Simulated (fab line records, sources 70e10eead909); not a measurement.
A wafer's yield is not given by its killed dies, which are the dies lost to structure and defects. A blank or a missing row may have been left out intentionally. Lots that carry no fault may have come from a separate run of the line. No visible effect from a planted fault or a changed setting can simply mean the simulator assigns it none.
A sampling plan put to the test ; flow nand-harc ; one fab line, 41 faults that these records tell of, each judged on the records of the lots that it struck; 1 more is left out, because the records don't allow judging it
The plan is the line's own looks: the steps of the route at which a gauge or an inspection reads the wafer and doesn't change it. Where struck wafers have a number at a look and the file lists that look's usual mean and standard deviation on fault-free wafers, the look can be judged. Caught: the struck wafers' mean, at a look after the fault's first step, is 4 or more of those standard deviations (sigma) away from the usual mean. On the tool: the identical test, applied to the tool's own readings at the steps of the fault. If the struck wafers alone have a blank record, or they carry another recipe, that too counts as caught.

## THE FAULTS, as the simulator had put them in
1. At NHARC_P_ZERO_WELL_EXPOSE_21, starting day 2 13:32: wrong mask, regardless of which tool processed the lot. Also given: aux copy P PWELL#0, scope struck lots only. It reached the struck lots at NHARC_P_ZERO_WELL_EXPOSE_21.
2. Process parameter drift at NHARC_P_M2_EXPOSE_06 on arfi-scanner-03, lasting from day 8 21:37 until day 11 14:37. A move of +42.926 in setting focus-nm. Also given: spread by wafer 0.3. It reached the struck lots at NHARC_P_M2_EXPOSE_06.
3. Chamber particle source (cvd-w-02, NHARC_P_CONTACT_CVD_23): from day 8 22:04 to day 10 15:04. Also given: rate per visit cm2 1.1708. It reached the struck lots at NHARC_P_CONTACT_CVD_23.
4. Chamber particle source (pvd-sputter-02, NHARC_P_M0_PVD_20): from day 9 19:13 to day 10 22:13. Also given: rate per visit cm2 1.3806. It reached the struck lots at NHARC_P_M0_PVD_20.
5. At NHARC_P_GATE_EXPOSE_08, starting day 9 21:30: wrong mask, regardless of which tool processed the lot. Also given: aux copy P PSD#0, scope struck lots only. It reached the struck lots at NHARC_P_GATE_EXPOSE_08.
6. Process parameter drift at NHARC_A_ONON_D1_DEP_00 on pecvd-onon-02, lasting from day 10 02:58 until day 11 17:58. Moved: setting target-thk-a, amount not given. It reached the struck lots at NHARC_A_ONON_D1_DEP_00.
7. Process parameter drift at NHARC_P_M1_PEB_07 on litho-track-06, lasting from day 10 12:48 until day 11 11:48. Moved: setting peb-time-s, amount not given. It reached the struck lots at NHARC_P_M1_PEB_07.
8. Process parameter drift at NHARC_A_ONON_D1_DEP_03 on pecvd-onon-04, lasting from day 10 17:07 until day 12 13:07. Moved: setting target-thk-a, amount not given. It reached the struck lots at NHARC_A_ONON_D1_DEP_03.
9. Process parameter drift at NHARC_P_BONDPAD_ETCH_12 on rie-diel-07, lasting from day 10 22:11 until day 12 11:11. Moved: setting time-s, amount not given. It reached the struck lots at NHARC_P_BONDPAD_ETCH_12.
10. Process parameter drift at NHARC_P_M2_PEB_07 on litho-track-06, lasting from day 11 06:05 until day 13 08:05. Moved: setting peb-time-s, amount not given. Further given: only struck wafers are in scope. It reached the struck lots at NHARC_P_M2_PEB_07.
11. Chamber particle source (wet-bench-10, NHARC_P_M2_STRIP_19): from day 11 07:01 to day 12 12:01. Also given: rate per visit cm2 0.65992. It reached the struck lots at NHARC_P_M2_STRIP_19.
12. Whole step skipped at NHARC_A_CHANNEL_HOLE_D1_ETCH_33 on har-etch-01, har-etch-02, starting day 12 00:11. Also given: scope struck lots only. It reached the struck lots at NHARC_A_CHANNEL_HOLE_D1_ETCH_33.
13. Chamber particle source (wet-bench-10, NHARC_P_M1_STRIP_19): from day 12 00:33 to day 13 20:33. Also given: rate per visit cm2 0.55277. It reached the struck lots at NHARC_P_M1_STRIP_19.
14. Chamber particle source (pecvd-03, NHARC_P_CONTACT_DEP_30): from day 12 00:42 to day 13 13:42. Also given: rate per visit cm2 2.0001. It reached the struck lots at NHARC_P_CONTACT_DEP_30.
15. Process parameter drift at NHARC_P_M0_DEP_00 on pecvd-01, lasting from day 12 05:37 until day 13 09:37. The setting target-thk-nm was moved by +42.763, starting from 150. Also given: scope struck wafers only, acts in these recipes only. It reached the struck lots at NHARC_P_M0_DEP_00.
16. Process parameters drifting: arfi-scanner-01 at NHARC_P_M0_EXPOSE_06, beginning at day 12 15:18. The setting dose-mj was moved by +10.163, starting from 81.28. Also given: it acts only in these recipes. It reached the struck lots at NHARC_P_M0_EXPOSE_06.
17. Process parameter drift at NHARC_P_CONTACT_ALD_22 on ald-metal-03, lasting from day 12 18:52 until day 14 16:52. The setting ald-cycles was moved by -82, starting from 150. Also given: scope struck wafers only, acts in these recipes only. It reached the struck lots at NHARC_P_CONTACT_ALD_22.
18. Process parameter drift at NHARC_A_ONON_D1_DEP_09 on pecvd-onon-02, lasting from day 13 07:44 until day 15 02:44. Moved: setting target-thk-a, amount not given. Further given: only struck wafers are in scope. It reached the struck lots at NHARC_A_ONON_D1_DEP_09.
19. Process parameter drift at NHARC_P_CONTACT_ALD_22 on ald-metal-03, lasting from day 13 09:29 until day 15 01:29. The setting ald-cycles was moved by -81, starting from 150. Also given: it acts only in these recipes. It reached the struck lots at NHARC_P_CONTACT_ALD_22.
20. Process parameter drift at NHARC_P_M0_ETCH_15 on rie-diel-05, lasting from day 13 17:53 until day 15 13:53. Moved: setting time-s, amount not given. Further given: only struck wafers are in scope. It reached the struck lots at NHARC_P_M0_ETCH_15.
21. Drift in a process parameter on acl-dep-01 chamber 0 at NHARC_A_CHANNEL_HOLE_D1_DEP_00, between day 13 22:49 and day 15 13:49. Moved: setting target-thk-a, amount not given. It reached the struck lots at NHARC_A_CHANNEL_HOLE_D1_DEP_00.
22. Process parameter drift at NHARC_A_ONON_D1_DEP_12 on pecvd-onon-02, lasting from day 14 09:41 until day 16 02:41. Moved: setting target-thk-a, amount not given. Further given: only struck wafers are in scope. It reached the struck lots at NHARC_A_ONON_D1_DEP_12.
23. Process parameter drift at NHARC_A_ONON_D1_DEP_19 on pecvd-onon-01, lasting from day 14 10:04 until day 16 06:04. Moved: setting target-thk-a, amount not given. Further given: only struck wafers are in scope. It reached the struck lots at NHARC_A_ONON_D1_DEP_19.
24. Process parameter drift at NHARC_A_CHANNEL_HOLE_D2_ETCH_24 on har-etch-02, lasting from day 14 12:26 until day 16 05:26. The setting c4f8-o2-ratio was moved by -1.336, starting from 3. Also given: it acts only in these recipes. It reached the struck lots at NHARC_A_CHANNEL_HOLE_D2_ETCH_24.
25. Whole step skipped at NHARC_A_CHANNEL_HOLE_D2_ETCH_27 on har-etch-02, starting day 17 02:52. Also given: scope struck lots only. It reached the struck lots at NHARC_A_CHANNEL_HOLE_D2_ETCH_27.
26. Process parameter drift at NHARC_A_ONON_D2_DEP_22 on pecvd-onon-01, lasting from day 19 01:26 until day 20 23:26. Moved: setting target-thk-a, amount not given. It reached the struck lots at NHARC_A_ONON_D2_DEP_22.
27. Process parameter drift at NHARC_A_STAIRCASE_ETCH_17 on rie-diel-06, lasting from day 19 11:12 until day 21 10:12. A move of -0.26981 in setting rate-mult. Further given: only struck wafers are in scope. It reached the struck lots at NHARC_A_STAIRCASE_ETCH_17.
28. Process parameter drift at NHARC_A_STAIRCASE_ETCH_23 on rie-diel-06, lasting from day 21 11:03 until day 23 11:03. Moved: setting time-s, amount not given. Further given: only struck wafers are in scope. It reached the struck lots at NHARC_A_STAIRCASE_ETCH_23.
29. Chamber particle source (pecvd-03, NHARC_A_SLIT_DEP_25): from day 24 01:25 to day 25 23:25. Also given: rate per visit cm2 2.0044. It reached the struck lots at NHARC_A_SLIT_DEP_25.
30. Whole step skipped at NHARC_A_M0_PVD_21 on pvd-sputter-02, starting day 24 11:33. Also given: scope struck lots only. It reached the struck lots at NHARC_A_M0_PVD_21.
31. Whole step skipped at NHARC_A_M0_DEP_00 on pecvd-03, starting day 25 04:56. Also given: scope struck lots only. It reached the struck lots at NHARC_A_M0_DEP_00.
32. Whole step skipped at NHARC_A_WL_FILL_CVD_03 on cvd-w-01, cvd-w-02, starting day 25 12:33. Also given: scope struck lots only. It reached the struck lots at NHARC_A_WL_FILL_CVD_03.
33. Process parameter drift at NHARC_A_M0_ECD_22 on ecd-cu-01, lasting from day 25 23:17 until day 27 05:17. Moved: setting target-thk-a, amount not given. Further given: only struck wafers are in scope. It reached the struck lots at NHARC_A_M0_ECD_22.
34. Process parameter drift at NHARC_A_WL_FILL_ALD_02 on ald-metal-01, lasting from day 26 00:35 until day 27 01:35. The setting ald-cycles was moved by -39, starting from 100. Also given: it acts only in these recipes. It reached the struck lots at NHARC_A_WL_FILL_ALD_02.
35. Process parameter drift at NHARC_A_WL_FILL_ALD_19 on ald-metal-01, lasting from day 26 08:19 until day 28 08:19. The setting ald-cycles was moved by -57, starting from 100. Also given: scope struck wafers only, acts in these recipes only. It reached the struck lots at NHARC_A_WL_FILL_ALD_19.
36. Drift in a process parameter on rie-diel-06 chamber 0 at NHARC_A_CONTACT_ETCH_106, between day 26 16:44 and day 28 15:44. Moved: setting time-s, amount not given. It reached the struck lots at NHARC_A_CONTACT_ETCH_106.
37. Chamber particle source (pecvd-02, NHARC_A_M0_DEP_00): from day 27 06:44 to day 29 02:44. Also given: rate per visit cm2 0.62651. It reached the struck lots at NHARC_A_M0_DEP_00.
38. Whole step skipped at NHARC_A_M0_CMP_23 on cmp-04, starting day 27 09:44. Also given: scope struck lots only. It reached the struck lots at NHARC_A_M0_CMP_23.
39. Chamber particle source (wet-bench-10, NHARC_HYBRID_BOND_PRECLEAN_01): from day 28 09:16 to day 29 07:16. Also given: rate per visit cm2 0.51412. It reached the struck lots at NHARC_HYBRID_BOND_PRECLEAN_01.
40. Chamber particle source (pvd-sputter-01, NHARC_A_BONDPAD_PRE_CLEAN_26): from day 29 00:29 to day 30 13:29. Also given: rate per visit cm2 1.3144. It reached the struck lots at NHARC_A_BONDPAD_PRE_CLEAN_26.
41. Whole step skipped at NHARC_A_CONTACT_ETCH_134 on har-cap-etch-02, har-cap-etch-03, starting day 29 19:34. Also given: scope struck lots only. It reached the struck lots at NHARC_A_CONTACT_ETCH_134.

## WHAT THE PLAN SAW
fault;on the tool itself;first look that catches it;reading, sigma;median hours from its first step to that look;hours from the fault's start to the first struck lot there;judged looks passed uncaught
1;no reading that can be judged;NHARC_END_SORT_01;killed-at-periphery +99 or beyond;534.2;538;0
2;no reading that can be judged;NHARC_P_M2_CD_MEAS_09;cd-nm +4.2;0.1;21;0
3;under 2 sigma;NHARC_END_SORT_01;killed-at-periphery +28;446.6;445;0
4;under 2 sigma;NHARC_END_SORT_01;killed-at-periphery +32;438.2;452;1
5;no reading that can be judged;NHARC_END_SORT_01;killed-at-periphery +99 or beyond;489.1;500;1
6;no reading that can be judged;NHARC_A_ONON_D1_THK_MEAS_02;thk-nm -41;0.5;5;0
7;heater-power-total-W +15 sigma;NHARC_P_M1_CD_MEAS_09;cd-nm -4.9;0.1;8;0
8;under 2 sigma;NHARC_A_ONON_D1_THK_MEAS_05;thk-nm +66;0.5;10;0
9;run-length-s -60 sigma;NHARC_END_SORT_01;killed-at-periphery +99 or beyond;428.1;425;0
10;heater-power-total-W +43 sigma;NHARC_P_M2_CD_MEAS_09;cd-nm -12;0.1;5;0
11;no reading that can be judged;NHARC_END_SORT_01;killed-at-periphery +25;442.2;447;1
12;the tool's record is blank for the struck wafers;NHARC_END_SORT_01;killed-dies +32;371.0;371;1
13;no reading that can be judged;NHARC_END_SORT_01;killed-at-periphery +18;433.3;441;0
14;under 2 sigma;NHARC_END_SORT_01;killed-at-periphery +27;441.9;441;1
15;under 2 sigma;NHARC_END_SORT_01;killed-at-periphery +99 or beyond;443.8;437;0
16;exposure-dose-mJ-cm2 +86 sigma;NHARC_P_M0_CD_MEAS_09;cd-nm +8.9;0.1;4;0
17;under 2 sigma;NHARC_END_SORT_01;killed-at-periphery +99 or beyond;446.4;454;0
18;no reading that can be judged;NHARC_A_ONON_D1_THK_MEAS_11;thk-nm +55;0.5;23;0
19;under 2 sigma;NHARC_END_SORT_01;killed-at-periphery +99 or beyond;450.6;462;0
20;run-length-s -27 sigma;NHARC_END_SORT_01;killed-at-periphery +99 or beyond;441.0;442;1
21;under 2 sigma;NHARC_END_SORT_01;killed-dies +32;396.5;408;0
22;no reading that can be judged;NHARC_A_ONON_D1_THK_MEAS_14;thk-nm -33;0.5;37;0
23;under 2 sigma;NHARC_A_ONON_D1_THK_MEAS_21;thk-nm +47;0.4;6;0
24;under 2 sigma;not the one look that can be judged after it;strongest: VT_DECK2_MEDIAN_NEAR_BOTTOM_INNER at NHARC_END_WLT_00, +2.8;-;-;1
25;the tool's record is blank for the struck wafers;NHARC_END_SORT_01;killed-dies +32;262.2;276;1
26;under 2 sigma;NHARC_A_ONON_D2_THK_MEAS_24;thk-nm -6.0;0.5;6;0
27;oes-product-au -9.5 sigma;NHARC_END_SORT_01;killed-dies +30;226.4;241;0
28;run-length-s -62 sigma;NHARC_END_SORT_01;killed-dies +32;211.6;218;0
29;under 2 sigma;not the one look that can be judged after it;strongest: killed-dies at NHARC_END_SORT_01, +3.3;-;-;1
30;the tool's record is blank for the struck wafers;NHARC_END_SORT_01;killed-dies +32;41.3;71;0
31;the tool's record is blank for the struck wafers;NHARC_END_SORT_01;killed-dies +32;43.4;54;0
32;the tool's record is blank for the struck wafers;NHARC_END_SORT_01;killed-dies +32;104.4;105;0
33;no reading that can be judged;no look after it can be judged;-;-;-;0
34;under 2 sigma;NHARC_END_SORT_01;killed-dies +6.8;103.7;112;0
35;under 2 sigma;NHARC_END_SORT_01;killed-dies +32;82.6;87;0
36;run-length-s -13 sigma;NHARC_END_SORT_01;killed-dies +23;60.1;68;0
37;no reading that can be judged;NHARC_A_M0_INSPECT_11;raw-defect-count +9.2;0.8;10;1
38;the tool's record is blank for the struck wafers;NHARC_A_M0_THK_MEAS_24;thk-nm +99 or beyond;0.3;9;0
39;no reading that can be judged;NHARC_END_SORT_01;killed-at-other +39;34.5;37;0
40;under 2 sigma;NHARC_END_SORT_01;killed-dies +4.2;34.6;47;1
41;the tool's record is blank for the struck wafers;NHARC_END_SORT_01;killed-dies +32;50.2;54;0
Dash: fault not caught, or number not given in these records.

Caught at a look: 38 of 41. Caught on the tool: 15 of 41. By one or the other: 38 of 41.
Caught at a look alone: faults 1, 2, 3, 4, 5, 6, 8, 11, 13, 14, 15, 17, 18, 19, 21, 22, 23, 26, 34, 35, 37, 39, 40.
Caught by neither: faults 24, 29, 33.

## THINNER SAMPLING
If the look that catches a fault measured only every second or every third lot, by lot number, the first struck lot would be measured this late in the worst case:
fault;struck lots at that look, in order of time;every lot;every second lot;every third lot
1;L667;538 h;may miss it;may miss it
2;L525;21 h;may miss it;may miss it
3;L203, L206;445 h;494 h;may miss all 2
4;L494, L492;452 h;may miss all 2;may miss all 2
5;L822;500 h;may miss it;may miss it
6;L706, L707;5 h;23 h;may miss all 2
7;L904, L906;8 h;may miss all 2;may miss all 2
8;L830, L832, L834;10 h;may miss all 3;39 h
9;L562, L561;425 h;446 h;may miss all 2
10;L893;5 h;may miss it;may miss it
11;L542, L543;447 h;466 h;may miss all 2
12;L952, L956, L954;371 h;may miss all 3;400 h
13;L749, L751;441 h;may miss all 2;may miss all 2
14;L361, L365;441 h;may miss all 2;may miss all 2
15;L475, L476;437 h;467 h;may miss all 2
16;L601, L602, L603, L605;4 h;15 h;26 h
17;L359, L360, L363;454 h;477 h;may miss all 3
18;L915, L916;23 h;29 h;may miss all 2
19;L613, L616;462 h;470 h;may miss all 2
20;L468, L470;442 h;may miss all 2;may miss all 2
21;L908;408 h;may miss it;may miss it
22;L552;37 h;may miss it;may miss it
23;L290, L291, L292;6 h;12 h;23 h
25;L514, L512;276 h;may miss all 2;may miss all 2
26;L200, L204;6 h;may miss all 2;may miss all 2
27;L103;241 h;may miss it;may miss it
28;L166, L170, L169;218 h;269 h;may miss all 3
30;L275;71 h;may miss it;may miss it
31;L954;54 h;may miss it;may miss it
32;L177, L178;105 h;124 h;may miss all 2
34;L490, L491;112 h;119 h;may miss all 2
35;L590, L593;87 h;101 h;may miss all 2
36;L222;68 h;may miss it;may miss it
37;L767, L771;10 h;may miss all 2;may miss all 2
38;L702, L704;9 h;may miss all 2;may miss all 2
39;L982, L983;37 h;56 h;may miss all 2
40;L901, L904;47 h;65 h;may miss all 2
41;L927, L928;54 h;60 h;may miss all 2
Hours count from the start of the fault until the first struck lot that is measured. The test against the limit of 4 sigma pooled every struck wafer, which means one lot taken alone may stay below that limit. Other struck lots may not be in these records.

## THE LONGEST TIMED WAY FROM STEP TO LOOK
For fault 1, NHARC_P_ZERO_WELL_EXPOSE_21 and NHARC_END_SORT_01 are separated by a median of 534.2 hours. No look between them can be judged.
